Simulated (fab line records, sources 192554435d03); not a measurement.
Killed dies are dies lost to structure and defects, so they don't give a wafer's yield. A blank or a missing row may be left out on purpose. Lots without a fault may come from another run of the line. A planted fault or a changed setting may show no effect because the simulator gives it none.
Which tool did it? | flow n5_finfet | 11 lots, 32 wafers sampled, at 1 step of a route of 1938

WHAT THE GAUGES READ, wafer by wafer
N5_START_INSPECT_01: inspects for defects (unpatterned scan).
lot  | measured    | on                | raw_defect_count
L815 | day 1 18:02 | defect_inspect-02 | 3 7
L819 | day 2 18:02 | defect_inspect-02 | 12 7 8
L820 | day 3 00:04 | defect_inspect-02 | 6 8 5
L822 | day 3 12:02 | defect_inspect-02 | 5 9 5
L823 | day 3 18:02 | defect_inspect-02 | 5 5 6
L824 | day 4 00:02 | defect_inspect-02 | 8 5 3
L831 | day 5 18:02 | defect_inspect-02 | 9 6 7
L834 | day 6 12:02 | defect_inspect-01 | 5 2 8
L835 | day 6 18:02 | defect_inspect-02 | 4 5 7
L836 | day 7 00:02 | defect_inspect-02 | 6 6 9
L837 | day 7 06:02 | defect_inspect-01 | 6 2 5

WHICH TOOL RAN EACH LOT (tool, then ch and the chambers of the sampled wafers, then the start)
The record holds no process step before these readings.

THE ANSWER, worked out from the rows above alone
Rule: what is usual is taken from the lots themselves. Put in order of their means at a reading, lots are off if they are a third of the lots or fewer, leave a main group of 4 or more, and stand apart from it by a gap of 3 or more times the standard deviation of the main group's means; of several such gaps the widest counts. A main group whose means are all the same, to the digits that the tables above print for the reading, isn't used. A lot without any number at a reading at which 4 lots or more have one is off too. The other lots that the step has rows for count as sound.
No lot is off at any reading shown: from this, nothing can be told.

WHAT THE SIMULATOR HAD PUT IN
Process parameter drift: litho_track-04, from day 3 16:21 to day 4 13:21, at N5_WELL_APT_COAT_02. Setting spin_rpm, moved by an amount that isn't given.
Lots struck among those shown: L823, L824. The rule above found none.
